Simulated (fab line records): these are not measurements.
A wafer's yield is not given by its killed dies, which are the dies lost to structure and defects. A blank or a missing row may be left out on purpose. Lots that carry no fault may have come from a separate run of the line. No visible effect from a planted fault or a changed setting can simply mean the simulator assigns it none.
Split-lot experiment -- flow n5-finfet -- on a route of 1938 steps: 7 lots, 21 wafers read

ON THE SPLIT
At N5_BEOL_M0_SAQP_SPACER1_ALD_98 (deposits SiO2, target thk 12.8 nm, pulse time 1 s, purge time 2 s), the setting ald-cycles was moved away from the recipe's 138 on 6 of the 21 wafers read, by -6.5% to +9.4%. For the rest of the wafers, this setting stayed at what the recipe calls for.

THE PATH FROM SPLIT TO READING: the file shows 1 step between them
- N5_BEOL_M0_SAQP_SPACER1_ETCHBACK_99: etches SiO2 in CHF3/O2, target depth 15.4 nm, time 7.7 s

THE READING
BEOL_M0_SAQP.cd-nm (the simulator's own value, which no gauge read), in nm, at N5_BEOL_M0_SAQP_MANDREL1_REMOVE_100 (chemistry HBr/Cl2/O2, target a-Si, stops on SiNx, bt time 10 s). There is no usual value for it anywhere in the file. Here, 15 wafers ran the recipe; their average is 12.8 nm with a standard deviation of 0.1 nm.

wafer,"tool, chamber at the split",ald-cycles as run,against the recipe,"BEOL_M0_SAQP.cd-nm, nm",against lot-mates on the recipe
L074.2,"ald-sin-02, 2,1,3",138,recipe,12.8,-
L074.4,"ald-sin-02, 2,1,3",138,recipe,12.8,-
L074.6,"ald-sin-02, 2,1,3",138,recipe,13,-
L084.3,"ald-sin-04, 3,2",138,recipe,12.8,-
L084.4,"ald-sin-04, 3,2",138,recipe,12.8,-
L084.5,"ald-sin-04, 1",129,-6.5%,12,-0.8
L085.1,"ald-sin-02, 0",130,-5.8%,12,-0.7
L085.3,"ald-sin-02, 3,0",138,recipe,12.8,-
L085.4,"ald-sin-02, 3,0",138,recipe,12.6,-
L086.2,"ald-sin-03, 3",138,recipe,12.8,-
L086.5,"ald-sin-03, 3",138,recipe,12.8,-
L086.6,"ald-sin-03, 0",138,recipe,12.8,-
L089.2,"ald-sin-02, 0",131,-5.1%,12.2,-0.6
L089.5,"ald-sin-02, 2",138,recipe,12.8,-
L089.6,"ald-sin-02, 3",131,-5.1%,12.2,-0.6
L090.1,"ald-sin-03, 0",138,recipe,13,-
L090.2,"ald-sin-03, 3,1",151,+9.4%,13.8,+0.8
L090.6,"ald-sin-03, 3,1",151,+9.4%,14,+1.0
L093.1,"ald-sin-03, 2,3,1",138,recipe,12.6,-
L093.2,"ald-sin-03, 2,3,1",138,recipe,12.8,-
L093.5,"ald-sin-03, 2,3,1",138,recipe,12.8,-
Where a row lists several chambers, the file gives one row for several wafers and doesn't say which wafer went through which chamber.

THE FIT
A straight line over all 21 wafers: BEOL_M0_SAQP.cd-nm changes by +0.12 nm for each +1% of ald-cycles; r = +0.98; the points scatter about the line by 0.1 nm.
The same after taking each lot's own level away (the mean of its wafers on the recipe; 21 wafers): +0.106 nm for each +1%; r = +0.98; scatter 0.082 nm.
That fit puts the effect of the largest move of ald-cycles on the reading at 1 nm.
The span of the lots' own levels, 12.70 to 13.00 nm, comes to 2.9 times the standard deviation stated above.
Thus the slope moves with the lot-to-lot level: the two fits are different.
Check: +1.06 nm against its lot-mates is what the line predicts for one of the wafers moved furthest among these (+9.4%) when that wafer is left out of the fit. Against them it came out at +0.8 nm.

THE OTHER SPLITS THESE WAFERS WENT THROUGH
Other splits were also applied to these wafers ahead of the reading. Each is held against what the fit with the lots' levels taken away leaves over:
other split on the same wafers,wafers away from the commonest value,r with BEOL_M0_SAQP.cd-nm (lot level and that fit taken away)
N5_HKMG_FIN_ETCH_32 source-w,7,+0.17
N5_GATE_CUT_COAT_27 spin-rpm,5,+0.14
N5_MOL_CONTACT_COAG_ETCHBACK_135 time-s,7,+0.03
N5_MOL_CONTACT_COAG_VIA_ETCH_46 bias-w,3,-0.01

THE WHOLE CHAIN: every reading that the file lists as answering this split, in the file's order
step,what it does,reading,change (the file's fit),r (the file's)
N5_BEOL_M0_SAQP_SPACER1_ALD_98,"deposits SiO2, target thk 12.8 nm, pulse time 1 s, purge time 2 s","SiO2_of_BEOL_M0_SAQP_SPACER1_ALD_98.thk-nm (the simulator's own value, which no gauge read)",+0.13 nm for each +1% of the setting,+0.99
N5_BEOL_M0_SAQP_MANDREL1_REMOVE_100,"chemistry HBr/Cl2/O2, target a-Si, stops on SiNx, bt time 10 s","SiO2_of_BEOL_M0_SAQP_SPACER1_ALD_98.thk-nm (the simulator's own value, which no gauge read)",+0.135 nm for each +1% of the setting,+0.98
N5_BEOL_M0_SAQP_MANDREL1_REMOVE_100,"chemistry HBr/Cl2/O2, target a-Si, stops on SiNx, bt time 10 s","BEOL_M0_SAQP.cd-nm (the simulator's own value, which no gauge read)",+0.109 nm for each +1% of the setting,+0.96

FILE'S OWN FIT
BEOL_M0_SAQP.cd-nm changes by +0.109 nm for each +1% of ald-cycles, r = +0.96.
